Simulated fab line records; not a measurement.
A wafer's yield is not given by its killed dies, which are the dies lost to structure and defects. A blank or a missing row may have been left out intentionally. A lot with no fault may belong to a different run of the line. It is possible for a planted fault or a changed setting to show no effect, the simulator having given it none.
fab line records | flow n5-finfet
record lots=6 wafers=18 last-day=17
route steps=1938 shown BEOL_M1@801 BEOL_M4@1111 PASSIVATION@1936
lots that met no fault: taken from a fault-free run of the same line
start-h: start of the lot's first displayed wafer, in hours after the record's first day | wait-h: hours since the lot's step before | " as in the row above | L1.1+2: a row that stands for several wafers | - value missing, or start not given | * or withheld: withheld | < > ~ a bound
route shown NAME@n: NAME is a module with steps in the file, n the number in the route of the first one | usual: mean/standard deviation of fault-free wafers | same: alike in all rows | chamber/n: place in a boat | sites: the reading at each site | _std_site: standard deviation of those values | _edge_site: the outer-site mean with the inner-site mean subtracted | radius-mm: how far each site lies from the wafer's centre | mask NAME#n: copy n | behind: the tool/chamber that last shaped the wafer | hold: cause of the lot's hold/its duration in hours/its outcome | device: whichever transistor did not switch (one of n, p or np) | end of line: at the end of the route, the tests of the same wafers | for a step that has no rows: nothing shown but its recipe | killed: the dies lost at the first sort to structure and to defects; this is not the yield of the wafer | map: a wafer's dies, marking killed ones x, the rest . and places with no die _
set.NAME: the setting the step ran with; set.NAME@STEP: the setting that earlier step ran with | model.NAME: the simulator's own value behind a step, which no gauge read
lots at selected steps of the route; one table per step, one row per wafer
services: the hour from which a tool's chamber was out of use, counted from the record's first day as start-h (under 0 if before that day), plus the number of hours and why
## steps
# step N5_BEOL_M1_ETCH_41
# recipe chemistry=CH3F/O2 target=SiCN target-depth-a=319 taper-deg=2 time-s=57.8 ion-energy-ev=120 mask-material=TiN pressure-mtorr=30 source-w=395 bias-w=75 Ar_flow_sccm=150 CH3F_flow_sccm=30 O2_flow_sccm=20
# step N5_BEOL_M1_STRIP_97
# recipe chemistry=N2/H2 time-s=10 power-w=450 temp-c=40 pressure-mtorr=20 rf-frequency-hz=6e+07 bias-power-w=7 n2-flow-sccm=200 h2-flow-sccm=200
# step N5_BEOL_M1_OCD_MEAS_38
# usual trench-depth-nm=55.0/0.79
# columns lot.wafer tool chamber start-h wait-h trench-depth-nm
L835.1 ocd-02 - 181.38 - 54.8
L835.3 " - " " 55.2
L835.4 " - " " 56.0
L837.1 ocd-02 - 196.99 - 55.4
L837.3 " - " " 53.7
L837.6 " - " " 55.3
L838.3 ocd-01 - 204.46 - 55.0
L838.4 " - " " 54.0
L838.5 " - " " 54.6
L842.2 ocd-02 - 225.74 - 54.5
L842.4 " - " " 55.9
L842.5 " - " " 54.3
L844.1 ocd-02 - 234.86 - 55.9
L844.3 " - " " 54.2
L844.6 " - " " 54.9
L848.2 ocd-01 - 259.49 - 54.0
L848.3 " - " " 54.6
L848.6 " - " " 54.7
# step N5_BEOL_M1_HM_STRIP_39
# recipe chemistry=peroxide-tin-strip material=TiN target-depth-a=250 temp-c=50 time-s=158
# step N5_BEOL_M1_SRD_40
# recipe time-s=30 temp-c=23 rinse-liquid=diw dry=ipa-marangoni
# step N5_BEOL_M1_PRECLEAN_42
# recipe chemistry=residue-remover time-s=60 temp-c=40
# step N5_BEOL_M1_SRD_43
# recipe time-s=30 temp-c=23 rinse-liquid=diw dry=ipa-marangoni
# step N5_BEOL_M1_CD_MEAS_35
# recipe target-cd-nm=18 target-cd-y-nm=21 polarity=opening
# usual cd-nm=17.9/0.34
# columns lot.wafer tool chamber start-h wait-h cd-nm
L835.1 cd-sem-02 - 181.53 0.0 18.0
L835.3 " - " " 17.7
L835.4 " - " " 18.1
L837.1 cd-sem-01 - 197.26 0.0 18.2
L837.3 " - " " 17.8
L837.6 " - " " 18.4
L838.3 cd-sem-02 - 204.63 0.0 18.1
L838.4 " - " " 18.1
L838.5 " - " " 18.1
L842.2 cd-sem-03 - 225.89 0.0 17.4
L842.4 " - " " 17.7
L842.5 " - " " 17.8
L844.1 cd-sem-01 - 235.01 0.0 17.7
L844.3 " - " " 17.3
L844.6 " - " " 17.9
L848.2 cd-sem-01 - 259.74 0.0 18.1
L848.3 " - " " 18.1
L848.6 " - " " 18.0
# step N5_BEOL_M1_DEGAS_44
# recipe ambient=vacuum temp-c=250 time-s=60
# usual heater-power-w=335/36
# columns lot.wafer tool chamber start-h wait-h heater-power-w
L835.1 pvd-sputter-03 - 182.00 0.5 295
L835.3 " - " " 297
L835.4 " - " " 317
L837.1 pvd-sputter-03 - 197.69 0.4 358
L837.3 " - " " 300
L837.6 " - " " 290
L838.3 pvd-sputter-01 - 204.67 0.0 402
L838.4 " - " " 326
L838.5 " - " " 399
L842.2 pvd-sputter-02 - 226.19 0.3 385
L842.4 " - " " 291
L842.5 " - " " 309
L844.1 pvd-sputter-01 - 235.33 0.3 327
L844.3 " - " " 333
L844.6 " - " " 416
L848.2 pvd-sputter-02 - 260.15 0.4 380
L848.3 " - " " 323
L848.6 " - " " 377
# step N5_BEOL_M1_PRE_CLEAN_45
# recipe gas=H2/He time-s=30 temp-c=250
# usual heater-power-w=336/36
# columns lot.wafer tool chamber start-h wait-h heater-power-w
L835.1 pvd-sputter-03 - 182.04 0.0 293
L835.3 " - " " 313
L835.4 " - " " 305
L837.1 pvd-sputter-03 - 197.73 0.0 347
L837.3 " - " " 302
L837.6 " - " " 292
L838.3 pvd-sputter-01 - 204.71 0.0 395
L838.4 " - " " 335
L838.5 " - " " 407
L842.2 pvd-sputter-02 - 226.23 0.0 376
L842.4 " - " " 291
L842.5 " - " " 308
L844.1 pvd-sputter-01 - 235.37 0.0 332
L844.3 " - " " 325
L844.6 " - " " 391
L848.2 pvd-sputter-02 - 260.19 0.0 369
L848.3 " - " " 312
L848.6 " - " " 376
# step N5_BEOL_M1_ALD_84
# recipe material=TaN target-thk-a=* temp-c=275 ald-precursor-family=PDMAT ald-co-reactant=NH3 pressure-torr=3 carrier-flow-sccm=1500 pulse-time-s=2 purge-time-s=3 co-reactant-purge-time-s=2 co-reactant-pulse-time-s=3 ald-cycles=30 precursor-vessel-temp-c=75 precursor-vessel-pressure-torr=26.25 precursor-vessel-carrier-sccm=1000
# usual heater-power-w=444/62 mfc-carrier-sccm=1500/4.7
# same purge-time-s=3
# columns lot.wafer tool chamber start-h wait-h heater-power-w mfc-carrier-sccm
L835.1 ald-metal-03 0 182.10 0.0 400 1501
L835.3 " 3 " " 505 1499
L835.4 " 1 " " 466 1505
L837.1 ald-metal-04 0 197.97 0.2 448 1505
L837.3 " 1 " " 410 1498
L837.6 " 2 " " 359 1504
L838.3 ald-metal-03 1 204.93 0.2 476 1494
L838.4 " 0 " " 397 1502
L838.5 " 2 " " 383 1498
L842.2 ald-metal-01 2 226.31 0.1 603 1501
L842.4 " 0 " " 452 1502
L842.5 " 1 " " 373 1499
L844.1 ald-metal-03 1 235.43 0.0 456 1497
L844.3 " 3 " " 498 1504
L844.6 " 2 " " 397 1499
L848.2 ald-metal-04 2 260.25 0.0 365 1501
L848.3 " 0 " " 450 1500
L848.6 " 0 " " 440 1501
# step N5_BEOL_M1_SURFACE_TREAT_85
# recipe gas=Ar time-s=* ion-energy-ev=* ion-current-ma-cm2=0.5 pressure-mtorr=* ar-flow-sccm=30
# step N5_BEOL_M1_CVD_47
# recipe material=Co target-thk-a=30 temp-c=withheld precursor=CCTBA/H2 pressure-torr=30 time-s=223.8
# usual chamber-pressure-Torr=30.00/0.064 run-length-s=246.6/0.38
# columns lot.wafer tool chamber start-h wait-h chamber-pressure-Torr run-length-s
L835.1 cvd-co-02 0 182.46 0.0 29.95 247.2
L835.3 " 1 " " 29.94 246.5
L835.4 " 2 " " 29.83 246.2
L837.1 cvd-co-02 1 198.80 0.3 - -
L837.3 " 0 " " - -
L837.6 " 1 " " - -
L838.3 cvd-co-02 1 205.23 0.0 - -
L838.4 " 0 " " - -
L838.5 " 2 " " - -
L842.2 cvd-co-01 1 226.87 0.2 30.06 246.3
L842.4 " 0 " " 30.05 246.5
L842.5 " 0 " " 30.13 247.0
L844.1 cvd-co-02 1 235.82 0.0 30.10 246.3
L844.3 " 0 " " 30.10 246.9
L844.6 " 1 " " 30.06 246.1
L848.2 cvd-co-01 2 260.64 0.0 30.01 246.8
L848.3 " 1 " " 29.93 246.1
L848.6 " 2 " " 30.13 247.5
# step N5_BEOL_M1_SPUTTER_48
# recipe material=Cu target-thk-a=45 temp-c=-20 chamber-pressure-pa=0.07 power-w=withheld time-s=8.29
# step N5_BEOL_M1_ANNEAL_49
# recipe temp-c=400 time-s=240 ambient=vacuum
# usual heater-power-w=834/86
# columns lot.wafer tool chamber start-h wait-h heater-power-w
L835.1 pvd-sputter-03 - 182.72 0.0 867
L835.3 " - " " 739
L835.4 " - " " 725
L837.1 pvd-sputter-02 - 199.32 0.0 878
L837.3 " - " " 703
L837.6 " - " " 932
L838.3 pvd-sputter-01 - 205.60 0.0 950
L838.4 " - " " 992
L838.5 " - " " 1012
L842.2 pvd-sputter-01 - 227.44 0.0 814
L842.4 " - " " 933
L842.5 " - " " 829
L844.1 pvd-sputter-03 - 236.08 0.0 786
L844.3 " - " " 753
L844.6 " - " " 877
L848.2 pvd-sputter-02 - 260.89 0.0 869
L848.3 " - " " 710
L848.6 " - " " 948
# step N5_BEOL_M1_SPUTTER_79
# recipe material=Cu target-thk-a=45 temp-c=-20 chamber-pressure-pa=0.07 power-w=withheld time-s=8.29
# step N5_BEOL_M1_ANNEAL_80
# recipe temp-c=400 time-s=240 ambient=vacuum
# step N5_BEOL_M1_SPUTTER_81
# recipe material=Cu target-thk-a=45 temp-c=-20 chamber-pressure-pa=0.07 power-w=withheld time-s=8.29
# step N5_BEOL_M1_ANNEAL_82
# recipe temp-c=400 time-s=240 ambient=vacuum
# step N5_BEOL_M1_SPUTTER_86
# recipe material=Cu target-thk-a=45 temp-c=-20 chamber-pressure-pa=0.07 power-w=withheld time-s=8.29
# step N5_BEOL_M1_ANNEAL_87
# recipe temp-c=400 time-s=240 ambient=vacuum
# step N5_BEOL_M1_SPUTTER_88
# recipe material=Cu target-thk-a=45 temp-c=-20 chamber-pressure-pa=0.07 power-w=withheld time-s=8.29
# usual throttle-valve-pct=30.1/0.92
# columns lot.wafer tool chamber start-h wait-h throttle-valve-pct
L835.1 pvd-sputter-03 - 183.52 0.1 29.0
L835.3 " - " " 29.9
L835.4 " - " " 30.0
L837.1 pvd-sputter-02 - 200.22 0.1 29.9
L837.3 " - " " 29.2
L837.6 " - " " 30.2
L838.3 pvd-sputter-01 - 206.40 0.1 30.2
L838.4 " - " " 30.8
L838.5 " - " " 30.6
L842.2 pvd-sputter-01 - 228.34 0.1 33.0
L842.4 " - " " 30.7
L842.5 " - " " 30.6
L844.1 pvd-sputter-03 - 236.88 0.1 30.2
L844.3 " - " " 29.5
L844.6 " - " " 29.1
L848.2 pvd-sputter-02 - 261.69 0.1 29.9
L848.3 " - " " 29.2
L848.6 " - " " 30.2
# step N5_BEOL_M1_ANNEAL_89
# recipe temp-c=400 time-s=240 ambient=vacuum
# step N5_BEOL_M1_SPUTTER_90
# recipe material=Cu target-thk-a=45 temp-c=-20 chamber-pressure-pa=0.07 power-w=withheld time-s=8.29
# step N5_BEOL_M1_ANNEAL_91
# recipe temp-c=400 time-s=240 ambient=vacuum
# step N5_BEOL_M1_SPUTTER_92
# recipe material=Cu target-thk-a=45 temp-c=-20 chamber-pressure-pa=0.07 power-w=withheld time-s=8.29
# step N5_BEOL_M1_ANNEAL_93
# recipe temp-c=400 time-s=240 ambient=vacuum
# step N5_BEOL_M1_SPUTTER_94
# recipe material=Cu target-thk-a=45 temp-c=-20 chamber-pressure-pa=0.07 power-w=withheld time-s=8.29
# step N5_BEOL_M1_ANNEAL_95
# recipe temp-c=400 time-s=240 ambient=vacuum
# step N5_BEOL_M1_SPUTTER_96
# recipe material=Cu target-thk-a=45 temp-c=-20 chamber-pressure-pa=0.07 power-w=withheld time-s=8.29
# step N5_BEOL_M1_ECD_50
# recipe material=Cu target-thk-a=3000
# step N5_BEOL_M1_ANNEAL_51
# recipe temp-c=225 time-s=90 ambient=N2
# step N5_BEOL_M1_CMP_52
# recipe stop-on=SiOC t-overpolish-s=6.8 down-force-psi=1 platen-rpm=50 clearing-platen-down-force-psi=1.5 clearing-platen-rpm=50 post-cmp-clean=cu-alkaline target-thk-nm=40 clearing-platen-pad-velocity-m-s=0.99484 pad-velocity-m-s=0.99484
# usual barrier-field-endpoint-s=24.2/0.59 motor-current-A=5.8/0.74
# columns lot.wafer tool chamber start-h wait-h barrier-field-endpoint-s motor-current-A model.Cu_of_BEOL_M1_ECD_50.thk-nm
L835.3 cmp-03 2 184.89 0.2 24.0 5.8 38.8
L835.1 " 3 " " 24.1 4.6 39.2
L835.4 " 1 " " 24.3 6.2 39.8
L837.3 cmp-04 3 201.71 0.2 20.7 5.8 41
L837.1 " 1 " " 20.6 6.7 39.8
L837.6 " 3 " " 21.2 5.6 43.8
L838.4 cmp-03 1 207.90 0.2 21.1 6.1 43.6
L838.3 " 2 " " 20.8 6.2 41.2
L838.5 " 0 " " 20.5 5.8 42.2
L842.4 cmp-02 0 230.13 0.1 23.2 5.5 39.6
L842.2 " 3 " " 24.2 5.3 38
L842.5 " 1 " " 23.3 5.1 37.2
L844.1 cmp-02 3 238.61 0.3 24.4 5.5 39.2
L844.3 " 1 " " 23.3 5.3 38
L844.6 " 0 " " 24.3 5.3 38.8
L848.3 cmp-03 3 263.15 0.2 24.0 4.9 36.8
L848.2 " 0 " " 23.8 5.3 37.6
L848.6 " 2 " " 24.2 6.2 38.2
# step N5_BEOL_M4_RC_MEAS_101
# usual DIBL_N=36.8/2.1 DIBL_P=37.1/2.2 IOFF_N=0.18/0.037 IOFF_P=0.23/0.041 ION_N=682/13 ION_P=467/8.6 SS_N=71.7/0.61 SS_P=73.5/0.6 VT_N=248/3.4 VT_P=-249/3.5
# columns lot.wafer tool chamber start-h wait-h DIBL_N[mV/V] DIBL_P[mV/V] IOFF_N[nA/um] IOFF_P[nA/um] ION_N[uA/um] ION_P[uA/um] SS_N[mV/dec] SS_P[mV/dec] VT_N[mV] VT_P[mV]
L835.1 prober-01 0 215.93 0.0 39.0 38.8 0.22 0.26 705 479 71.7 74.6 244 -248
L835.3 " 0 " " 39.8 39.8 0.23 0.28 697 482 72.8 74.1 242 -246
L835.4 " 0 " " 39.4 39.9 0.23 0.30 697 478 71.9 74.4 243 -244
L842.2 prober-01 0 263.16 0.2 36.6 37.6 0.16 0.22 676 461 71.4 73.8 250 -249
L842.4 " 0 " " 35.5 36.5 0.15 0.21 685 474 71.2 72.7 251 -250
L842.5 " 0 " " 37.9 38.6 0.19 0.25 687 471 71.3 73.8 250 -247
L844.1 prober-02 0 272.56 0.0 34.5 34.5 0.13 0.18 668 460 72.1 72.7 251 -252
L844.3 " 0 " " 33.6 33.3 0.12 0.17 674 463 71.5 73.3 252 -254
L844.6 " 0 " " 33.9 33.5 0.13 0.18 682 469 70.9 72.6 251 -250
L848.2 prober-01 0 296.57 0.2 34.0 35.4 0.14 0.17 673 462 70.9 73.7 250 -253
L848.3 " 0 " " 36.0 38.7 0.17 0.22 686 467 71.6 73.3 251 -252
L848.6 " 0 " " 33.6 34.5 0.13 0.16 679 466 71.2 72.7 251 -254
# step N5_PASSIVATION_PROBE_49
# usual defect-limited-yield=91.0/1.4 killed_at_M0_to_M3=35/10 killed_at_M4_up=13/6 killed-at-contacts=13/6.4 killed-at-front-end=42/12 killed-at-other=3.2/2.4 killed-dies=107/17 killed-on-rim=15/4.1 killed-open=69/13 killed-short=33/7.3 sort_bin_5_function=5.3/0.92 sort_bin_6_memory=3.3/0.66 sort-n-pass=1073/17 sort-yield-pct=90.9/1.4
# same gross-dies=1180 killed-at-back-side=0 sort_bin_4_leakage[%]=0 sort_bin_8_speed[%]=0
# columns lot.wafer tool chamber start-h wait-h defect-limited-yield[%] killed_at_M0_to_M3 killed_at_M4_up killed-at-contacts killed-at-front-end killed-at-other killed-dies killed-on-rim killed-open killed-short sort_bin_5_function[%] sort_bin_6_memory[%] sort-n-pass sort-yield-pct[%]
L837.1 prober-01 - 334.02 0.0 0 1123 11 6 39 1 1180 152 54 25 90.8 9.1 0 0
L837.3 prober-01 - 334.12 0.1 0 1131 2 8 33 6 1180 152 46 24 89.9 9.9 0 0
L837.6 prober-01 - 334.27 0.3 0 1124 7 10 38 1 1180 152 49 22 89.7 10.0 0 0
L838.3 prober-01 - 353.87 0.1 0 1125 11 9 30 5 1180 152 54 17 92.1 7.8 0 0
L838.4 prober-01 - 353.92 0.2 0 1120 10 5 42 3 1180 152 52 32 88.7 11.2 0 0
L838.5 prober-01 - 353.97 0.2 0 1128 10 7 31 4 1180 152 49 30 88.9 10.8 0 0
L842.2 prober-01 - 369.01 0.1 90.3 37 17 21 28 11 114 15 83 27 5.1 4.2 1066 90.3
L842.4 prober-01 - 369.11 0.2 89.8 51 10 13 45 1 120 21 78 32 6.0 3.6 1060 89.8
L844.1 prober-02 - 378.91 0.0 90.8 51 17 6 25 9 108 8 75 32 5.9 3.1 1072 90.8
L844.3 prober-02 - 379.01 0.1 91.6 40 9 21 28 1 99 9 63 35 5.8 2.4 1081 91.6
L844.6 prober-02 - 379.16 0.3 92.4 39 6 11 32 2 90 14 55 32 4.4 2.9 1090 92.4
L848.2 prober-02 - 409.26 0.1 92.9 21 15 22 22 4 84 12 61 21 4.2 2.9 1096 92.9
L848.3 prober-02 - 409.31 0.1 92.1 26 9 26 27 5 93 13 65 25 4.7 2.8 1087 92.1
L848.6 prober-02 - 409.46 0.3 91.4 35 8 30 26 2 101 10 70 29 4.8 3.4 1079 91.4
# killed by level:class
L837.1 BEOL_M1:area-cvd=843 BEOL_M1:interface-void-opened=256 FIN_SAQP:geometric-particle:open=10 STI_FIN_REVEAL:geometric-particle:open=9 FIN_SAQP:geometric-particle:short=6 BEOL_M0_SAQP:geometric-particle:short=6 MOL_CONTACT_COAG:geometric-particle:open=6 BEOL_M1:geometric-particle:open=5
L837.3 BEOL_M1:area-cvd=869 BEOL_M1:interface-void-opened=240 FIN_SAQP:geometric-particle:open=12 STI_FIN_REVEAL:geometric-particle:open=5 FIN_SAQP:geometric-particle:short=4 MOL_CONTACT_COAG:geometric-particle:open=4 MOL_CONTACT_COAG:geometric-particle:short=4 BEOL_M0_SAQP:geometric-particle:open=4
L837.6 BEOL_M1:area-cvd=859 BEOL_M1:interface-void-opened=248 FIN_SAQP:geometric-particle:open=19 MOL_CONTACT_COAG:geometric-particle:open=8 FIN_SAQP:geometric-particle:short=7 BEOL_M0_SAQP:geometric-particle:open=7 BEOL_M2:geometric-particle:open=4 DUMMY_GATE:geometric-particle:open=3
L838.3 BEOL_M1:area-cvd=864 BEOL_M1:interface-void-opened=239 STI_FIN_REVEAL:geometric-particle:open=7 MOL_CONTACT_COAG:geometric-particle:open=7 FIN_SAQP:geometric-particle:open=5 BEOL_M0_SAQP:geometric-particle:open=5 FIN_SAQP:geometric-particle:short=4 BEOL_M0_SAQP:geometric-particle:short=4
L838.4 BEOL_M1:area-cvd=850 BEOL_M1:interface-void-opened=244 STI_FIN_REVEAL:geometric-particle:open=13 FIN_SAQP:geometric-particle:short=8 DUMMY_GATE:geometric-particle:open=6 MOL_CONTACT_COAG:geometric-particle:open=5 BEOL_M1:geometric-particle:short=5 BEOL_M2:geometric-particle:open=5
L838.5 BEOL_M1:area-cvd=839 BEOL_M1:interface-void-opened=262 FIN_SAQP:geometric-particle:open=9 BEOL_M0_SAQP:geometric-particle:short=6 BEOL_M4:geometric-particle:open=6 STI_FIN_REVEAL:geometric-particle:open=5 MOL_CONTACT_COAG:geometric-particle:open=5 BEOL_M0_SAQP:geometric-particle:open=5
L842.2 MOL_CONTACT_COAG:geometric-particle:open=17 BEOL_M2:geometric-particle:open=14 BEOL_M3:geometric-particle:open=12 BEOL_M5:geometric-particle:open=6 FIN_SAQP:geometric-particle:open=4 DUMMY_GATE:geometric-particle:open=4 MIM_TOP:geometric-particle:open=4 FIN_SAQP:geometric-particle:short=3
L842.4 BEOL_M2:geometric-particle:open=17 STI_FIN_REVEAL:geometric-particle:open=13 BEOL_M0_SAQP:geometric-particle:open=8 GATE_CUT:geometric-particle:short=7 BEOL_M0_SAQP:geometric-particle:short=7 MOL_CONTACT_COAG:geometric-particle:open=6 BEOL_M1:geometric-particle:open=6 BEOL_M3:geometric-particle:open=6
L844.1 BEOL_M3:geometric-particle:open=13 BEOL_M0_SAQP:geometric-particle:short=11 BEOL_M2:geometric-particle:open=8 BEOL_M4:geometric-particle:open=8 BEOL_M0_SAQP:geometric-particle:open=7 STI_FIN_REVEAL:geometric-particle:open=6 FIN_SAQP:geometric-particle:open=5 MOL_CONTACT_COAG:geometric-particle:open=5
L844.3 MOL_CONTACT_COAG:geometric-particle:open=17 BEOL_M0_SAQP:geometric-particle:short=14 STI_FIN_REVEAL:geometric-particle:open=9 BEOL_M3:geometric-particle:open=9 BEOL_M1:geometric-particle:short=6 STARTING-WAFER:geometric-particle:open=6 DUMMY_GATE:geometric-particle:open=4 BEOL_M0_SAQP:geometric-particle:open=4
L844.6 BEOL_M0_SAQP:geometric-particle:short=14 MOL_CONTACT_COAG:geometric-particle:open=11 BEOL_M0_SAQP:geometric-particle:open=10 FIN_SAQP:geometric-particle:open=6 BEOL_M2:geometric-particle:open=5 FIN_SAQP:geometric-particle:short=4 BEOL_M1:geometric-particle:open=4 GATE_CUT:geometric-particle:short=3
L848.2 MOL_CONTACT_COAG:geometric-particle:open=17 BEOL_M4:geometric-particle:open=10 BEOL_M3:geometric-particle:open=7 BEOL_M1:geometric-particle:open=7 FIN_SAQP:geometric-particle:open=5 MOL_CONTACT_COAG:geometric-particle:short=5 BEOL_M2:geometric-particle:open=4 STARTING-WAFER:geometric-particle:short=4
L848.3 MOL_CONTACT_COAG:geometric-particle:open=22 BEOL_M3:geometric-particle:open=6 BEOL_M2:geometric-particle:open=5 FIN_SAQP:geometric-particle:open=4 MOL_CONTACT_COAG:geometric-particle:short=4 BEOL_M0_SAQP:geometric-particle:short=4 BEOL_M1:geometric-particle:open=4 BEOL_M1:geometric-particle:short=4
L848.6 MOL_CONTACT_COAG:geometric-particle:open=23 BEOL_M3:geometric-particle:open=9 MOL_CONTACT_COAG:geometric-particle:short=7 BEOL_M0:geometric-particle:open=7 BEOL_M0_SAQP:geometric-particle:short=7 BEOL_M0_SAQP:geometric-particle:open=5 DUMMY_GATE:geometric-particle:open=4 BEOL_M1:geometric-particle:open=4
# map L837.1 (x killed, . not)
_________________xxxxxxxxxxxx________________
______________xxxxxxxxxxxxxxxxxx_____________
___________xxxxxxxxxxxxxxxxxxxxxxxx__________
__________xxxxxxxxxxxxxxxxxxxxxxxxxx_________
________xxxxxxxxxxxxxxxxxxxxxxxxxxxxxx_______
_______xxxxxxxxxxxxxxxxxxxxxxxxxxxxxxxx______
______xxxxxxxxxxxxxxxxxxxxxxxxxxxxxxxxxx_____
_____xxxxxxxxxxxxxxxxxxxxxxxxxxxxxxxxxxxx____
____xxxxxxxxxxxxxxxxxxxxxxxxxxxxxxxxxxxxxx___
___xxxxxxxxxxxxxxxxxxxxxxxxxxxxxxxxxxxxxxxx__
___xxxxxxxxxxxxxxxxxxxxxxxxxxxxxxxxxxxxxxxx__
__xxxxxxxxxxxxxxxxxxxxxxxxxxxxxxxxxxxxxxxxxx_
__xxxxxxxxxxxxxxxxxxxxxxxxxxxxxxxxxxxxxxxxxx_
_xxxxxxxxxxxxxxxxxxxxxxxxxxxxxxxxxxxxxxxxxxxx
_xxxxxxxxxxxxxxxxxxxxxxxxxxxxxxxxxxxxxxxxxxxx
_xxxxxxxxxxxxxxxxxxxxxxxxxxxxxxxxxxxxxxxxxxxx
_xxxxxxxxxxxxxxxxxxxxxxxxxxxxxxxxxxxxxxxxxxxx
_xxxxxxxxxxxxxxxxxxxxxxxxxxxxxxxxxxxxxxxxxxxx
_xxxxxxxxxxxxxxxxxxxxxxxxxxxxxxxxxxxxxxxxxxxx
_xxxxxxxxxxxxxxxxxxxxxxxxxxxxxxxxxxxxxxxxxxxx
_xxxxxxxxxxxxxxxxxxxxxxxxxxxxxxxxxxxxxxxxxxxx
__xxxxxxxxxxxxxxxxxxxxxxxxxxxxxxxxxxxxxxxxxx_
__xxxxxxxxxxxxxxxxxxxxxxxxxxxxxxxxxxxxxxxxxx_
___xxxxxxxxxxxxxxxxxxxxxxxxxxxxxxxxxxxxxxxx__
___xxxxxxxxxxxxxxxxxxxxxxxxxxxxxxxxxxxxxxxx__
____xxxxxxxxxxxxxxxxxxxxxxxxxxxxxxxxxxxxxx___
_____xxxxxxxxxxxxxxxxxxxxxxxxxxxxxxxxxxxx____
______xxxxxxxxxxxxxxxxxxxxxxxxxxxxxxxxxx_____
_______xxxxxxxxxxxxxxxxxxxxxxxxxxxxxxxx______
________xxxxxxxxxxxxxxxxxxxxxxxxxxxxxx_______
__________xxxxxxxxxxxxxxxxxxxxxxxxxx_________
___________xxxxxxxxxxxxxxxxxxxxxxxx__________
______________xxxxxxxxxxxxxxxxxx_____________
_________________xxxxxxxxxxxx________________
# map L838.3 (x killed, . not)
_________________xxxxxxxxxxxx________________
______________xxxxxxxxxxxxxxxxxx_____________
___________xxxxxxxxxxxxxxxxxxxxxxxx__________
__________xxxxxxxxxxxxxxxxxxxxxxxxxx_________
________xxxxxxxxxxxxxxxxxxxxxxxxxxxxxx_______
_______xxxxxxxxxxxxxxxxxxxxxxxxxxxxxxxx______
______xxxxxxxxxxxxxxxxxxxxxxxxxxxxxxxxxx_____
_____xxxxxxxxxxxxxxxxxxxxxxxxxxxxxxxxxxxx____
____xxxxxxxxxxxxxxxxxxxxxxxxxxxxxxxxxxxxxx___
___xxxxxxxxxxxxxxxxxxxxxxxxxxxxxxxxxxxxxxxx__
___xxxxxxxxxxxxxxxxxxxxxxxxxxxxxxxxxxxxxxxx__
__xxxxxxxxxxxxxxxxxxxxxxxxxxxxxxxxxxxxxxxxxx_
__xxxxxxxxxxxxxxxxxxxxxxxxxxxxxxxxxxxxxxxxxx_
_xxxxxxxxxxxxxxxxxxxxxxxxxxxxxxxxxxxxxxxxxxxx
_xxxxxxxxxxxxxxxxxxxxxxxxxxxxxxxxxxxxxxxxxxxx
_xxxxxxxxxxxxxxxxxxxxxxxxxxxxxxxxxxxxxxxxxxxx
_xxxxxxxxxxxxxxxxxxxxxxxxxxxxxxxxxxxxxxxxxxxx
_xxxxxxxxxxxxxxxxxxxxxxxxxxxxxxxxxxxxxxxxxxxx
_xxxxxxxxxxxxxxxxxxxxxxxxxxxxxxxxxxxxxxxxxxxx
_xxxxxxxxxxxxxxxxxxxxxxxxxxxxxxxxxxxxxxxxxxxx
_xxxxxxxxxxxxxxxxxxxxxxxxxxxxxxxxxxxxxxxxxxxx
__xxxxxxxxxxxxxxxxxxxxxxxxxxxxxxxxxxxxxxxxxx_
__xxxxxxxxxxxxxxxxxxxxxxxxxxxxxxxxxxxxxxxxxx_
___xxxxxxxxxxxxxxxxxxxxxxxxxxxxxxxxxxxxxxxx__
___xxxxxxxxxxxxxxxxxxxxxxxxxxxxxxxxxxxxxxxx__
____xxxxxxxxxxxxxxxxxxxxxxxxxxxxxxxxxxxxxx___
_____xxxxxxxxxxxxxxxxxxxxxxxxxxxxxxxxxxxx____
______xxxxxxxxxxxxxxxxxxxxxxxxxxxxxxxxxx_____
_______xxxxxxxxxxxxxxxxxxxxxxxxxxxxxxxx______
________xxxxxxxxxxxxxxxxxxxxxxxxxxxxxx_______
__________xxxxxxxxxxxxxxxxxxxxxxxxxx_________
___________xxxxxxxxxxxxxxxxxxxxxxxx__________
______________xxxxxxxxxxxxxxxxxx_____________
_________________xxxxxxxxxxxx________________
## services
# columns tool chamber start-h hours kind
cmp-04 - 160.39 5.2 repair
cvd-co-01 - 168.74 6.0 pm
ald-metal-04 3 173.96 39.0 repair
cmp-04 - 186.80 5.9 pm
cmp-02 - 194.17 4.0 pm
cmp-02 - 198.17 - consumable-replace:conditioner
cmp-02 - 198.17 - consumable-replace:pad
cmp-03 - 198.60 4.6 pm
cmp-03 - 204.47 0.6 repair
cmp-03 - 218.22 5.1 pm
cvd-co-01 - 222.89 3.0 repair
cmp-03 - 224.05 0.2 repair
ald-metal-04 - 245.53 8.7 pm
cmp-03 - 247.08 1.8 repair
ald-metal-01 3 251.34 - calibration
ald-metal-01 - 259.18 2.8 pm
## key
first-sign step=N5_BEOL_M1_CVD_47 reading=tool-record direction=missing
effect step=N5_BEOL_M1_CMP_52 reading=barrier-field-endpoint-s direction=down sigmas=5.7 usual=24.2 struck=20.8
effect step=N5_PASSIVATION_PROBE_49 reading=killed_at_M0_to_M3 direction=up sigmas=99+ usual=35 struck=1125
model-effect step=N5_BEOL_M1_CMP_52 value=Cu_of_BEOL_M1_ECD_50.thk-nm without=39 struck=41.93
more-kills-born-at N5_BEOL_M1_CVD_47@cvd-co-02=5123
met-at N5_BEOL_M1_CVD_47
struck-wafers L837.1,L837.3,L837.6,L838.3,L838.4,L838.5
later-rows-left-out L837.1,L837.3,L837.6,L838.3,L838.4,L838.5
onset-between 182.46 198.80
fault kind=skipped-step-whole tool=cvd-co-02 chamber=- onset-h=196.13 steps=N5_BEOL_M1_CVD_47 scope=struck-lots-only
# later-rows-left-out: the simulator's readings of these wafers behind a module that went badly wrong aren't trusted and aren't shown, but for the sort
